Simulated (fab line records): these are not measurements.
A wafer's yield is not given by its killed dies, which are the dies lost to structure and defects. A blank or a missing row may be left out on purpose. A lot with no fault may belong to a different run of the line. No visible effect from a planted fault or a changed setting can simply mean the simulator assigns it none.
Struck lot and sound lot, side by side -- flow n5 finfet -- 18 steps out of a route of 1938
Sound: the wafers L898.1, L898.5, L898.6. Struck: wafers L905.4, L905.5, L905.6. Last of all comes the cause.
Per side, at each step with rows, come the tool, then ch with its chambers, and then its first start. Under that, the readings that differ: sound wafers -- struck wafers -- difference of the means -- sigmas: that difference in standard deviations of wafers without a fault.
alike: a reading whose means differ by less than 2 such deviations, as well as words and numbers matching on both sides. not compared: withheld readings; readings where some wafer has no value; bounds like >300 that might hide an equal value; numbers whose values overlap and for which the record gives no deviation.
Wherever a step has rows on one side only, a row that says differs or no value, or a row with sigmas, the two part there. When numbers do not overlap yet have no deviation, they are printed without sigmas and do not part them. A reading missing from all wafers of one side parts the sides only when that side holds two or more wafers.

first, 1 step without rows for these wafers: N5_STI_FIN_REVEAL_SRD_21 (time 30 s).
N5_STI_FIN_REVEAL_OXIDATION_33: chemistry O2 PLASMA REMOTE, time 20 s.
  sound on plasma asher-02 ch 0,1, day 2 14:09; struck on plasma asher-01 ch 0,1, day 4 08:04
  alike: drypump motor current A, heater power w
  not compared: rf hours counter h
then, 2 steps without rows for these wafers: N5_STI_FIN_REVEAL_CLEAN_19 (cleans in O3/DIW, time 120 s); N5_STI_FIN_REVEAL_SRD_23 (time 30 s).
N5_STI_FIN_REVEAL_CD_MEAS_22: target cd 6.238 nm, pitch 28 nm.
  sound: cd sem-02 at day 2 14:19; struck: cd sem-03 at day 4 08:14
  alike: cd nm
N5_STI_FIN_REVEAL_FIN_H_MEAS_10:
  sound: ocd-02 at day 2 14:21; struck: ocd-02 at day 4 08:16
  alike: trench depth nm
then, 2 steps without rows for these wafers: N5_STI_FIN_REVEAL_PRECLEAN_18 (cleans in SC2, time 45 s); N5_STI_FIN_REVEAL_SRD_28 (time 30 s).
N5_STI_FIN_REVEAL_INSPECT_13: inspects for defects (darkfield).
  sound: defect inspect-02 at day 2 14:26; struck: defect inspect-01 at day 4 08:22
  alike: raw defect count
then, 2 steps without rows for these wafers: N5_DUMMY_GATE_PRECLEAN_00 (cleans in O3/DIW, time 60 s); N5_DUMMY_GATE_SRD_01 (time 30 s).
N5_DUMMY_GATE_ALD_02: deposits SiO2, target thk 2 nm, pulse time 1 s.
  sound on ald sin-03 ch 1,2, day 2 14:32; struck on ald sin-03 ch 0,1,2, day 4 09:46
  alike: heater power w, precursor pulse height rel
N5_DUMMY_GATE_CVD_03: deposits a-Si from SiH4, target thk 150 nm, time 8042 s.
  sound on lpcvd-01 ch 1/109,1/114,1/90, day 2 14:38; struck on lpcvd-01 ch 0/29,0/34,0/39, day 4 09:52
reading,sound,struck,difference,sigmas
model.a-Si_of_DUMMY_GATE_CVD_03.thk nm (nm),149.4 149.4 150.6,79.6 79.4 80,-70.1,
then, 2 steps without rows for these wafers: N5_DUMMY_GATE_PRECLEAN_46 (cleans in DIW, time 89.5 s); N5_DUMMY_GATE_SRD_47 (dry time 32 s).
N5_DUMMY_GATE_CMP_04: polishes a-Si.
  sound on cmp-03 ch 2,3, day 2 18:22; struck on cmp-03 ch 0,1, day 4 13:36
reading,sound,struck,difference,sigmas
time to endpoint s (s),11.6 6.7 12.3,0.0 0.0 0.0,-10.2,-4
  alike: motor current A
N5_BEOL_M4_RC_MEAS_101:
  the record has rows for the sound wafers here (prober-02 ch 0, day 7 19:55) and none for the struck ones
-- record jumps: 9 days separate the struck wafers' starts on either side; left off in module BEOL_M4, taken up again in module PASSIVATION, whose first shown step is the route's number 1936 --
N5_PASSIVATION_PROBE_49:
  only the struck wafers here have rows in the record (prober-01, day 13 21:26); the sound ones have none

== WHERE THEY PART ==
At N5_DUMMY_GATE_CMP_04 first; at N5_PASSIVATION_PROBE_49 last (within this record only).

WHY: what the simulator had put in
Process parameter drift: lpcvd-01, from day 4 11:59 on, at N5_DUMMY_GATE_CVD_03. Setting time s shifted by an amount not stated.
